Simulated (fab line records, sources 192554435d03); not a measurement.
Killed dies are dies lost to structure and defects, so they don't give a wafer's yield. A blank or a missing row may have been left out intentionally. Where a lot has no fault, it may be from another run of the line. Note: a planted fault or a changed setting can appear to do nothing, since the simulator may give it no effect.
Comparing a struck lot with a sound one || flow n5_finfet || 14 out of 1938 route steps
Sound: the wafers L558.3, L558.4, L558.5. The struck wafers were L554.1, L554.2, L554.4. The cause is named last.
At each step with rows: each side's tool, then ch and its chambers, then its first start. Under that, the readings that differ: sound wafers || struck wafers || difference of the means || sigmas: that difference in standard deviations of wafers without a fault.
alike: a reading whose means differ by less than 2 such deviations, as well as words and numbers matching on both sides. not compared: withheld readings; readings where some wafer has no value; bounds like >300 that might hide an equal value; numbers whose values overlap and for which the record gives no deviation.
A row with sigmas, a row that says differs or no value, or rows on one side alone: a step with any of these is where the two part. Numbers that have no deviation but don't overlap get no sigmas and don't part them. Lack of a reading on every wafer of one side parts them only where that side has two or more wafers.

N5_MOL_CONTACT_COAG_ETCH_47: etches SiNx in CH3F/O2, stops on W, target depth 27 nm.
  sound on rie_diel-05 ch 0,1, day 9 21:30; struck on rie_diel-03 ch 1,3, day 8 23:06
  alike: drypump_motor_current_A, etch_rf_on_time_s, oes_product_au, rf_vpp_V, showerhead_plenum_p_Torr, throttle_valve_pct
  not compared: rf_hours_counter_h
N5_MOL_CONTACT_COAG_STRIP_119: strips in N2/H2, time 30 s.
  sound on plasma_asher-02 ch 0,1, day 9 21:36; struck on plasma_asher-02 ch 0,1, day 8 23:11
  alike: drypump_motor_current_A, heater_power_w
  not compared: rf_hours_counter_h
then, 2 steps without rows for these wafers: N5_MOL_CONTACT_COAG_PRECLEAN_144 (cleans in alkaline clean, time 60 s); N5_MOL_CONTACT_COAG_SRD_145 (time 30 s).
N5_MOL_CONTACT_COAG_CD_MEAS_137: the cd target is 16 nm.
  sound on cd_sem-02, day 9 21:44; struck on cd_sem-02, day 8 23:20
  alike: cd_nm
then, 7 steps without rows for these wafers: N5_MOL_CONTACT_COAG_COAT_62 (time 60 s, resist thk 60 nm); N5_MOL_CONTACT_COAG_COAT_63 (time 60 s, resist thk 10 nm); N5_MOL_CONTACT_COAG_COAT_64 (time 60 s, resist thk 10 nm); N5_MOL_CONTACT_COAG_COAT_34 (resist thk 40 nm); N5_MOL_CONTACT_COAG_EBR_36; N5_MOL_CONTACT_COAG_SOFTBAKE_35 (time 60 s); N5_MOL_CONTACT_COAG_EXPOSE_37 (exposes mask VD, defocus 0 nm).
N5_MOL_CONTACT_COAG_PEB_38: peb time 60 s.
  sound on litho_track-01 ch 0, day 9 21:59; struck on litho_track-01, day 8 23:35
  no value came back on the struck wafers for chill_plate_temp_C (C), exhaust_pa (Pa), plate_temp_C (C); on the sound wafers chill_plate_temp_C (C) reads 23.20 23.05 23.12
then, 1 step without rows for these wafers: N5_MOL_CONTACT_COAG_DEVELOP_39 (develop time 30 s).

== WHERE THEY PART ==
N5_MOL_CONTACT_COAG_PEB_38 only, going by this record.

WHY: what the simulator had put in
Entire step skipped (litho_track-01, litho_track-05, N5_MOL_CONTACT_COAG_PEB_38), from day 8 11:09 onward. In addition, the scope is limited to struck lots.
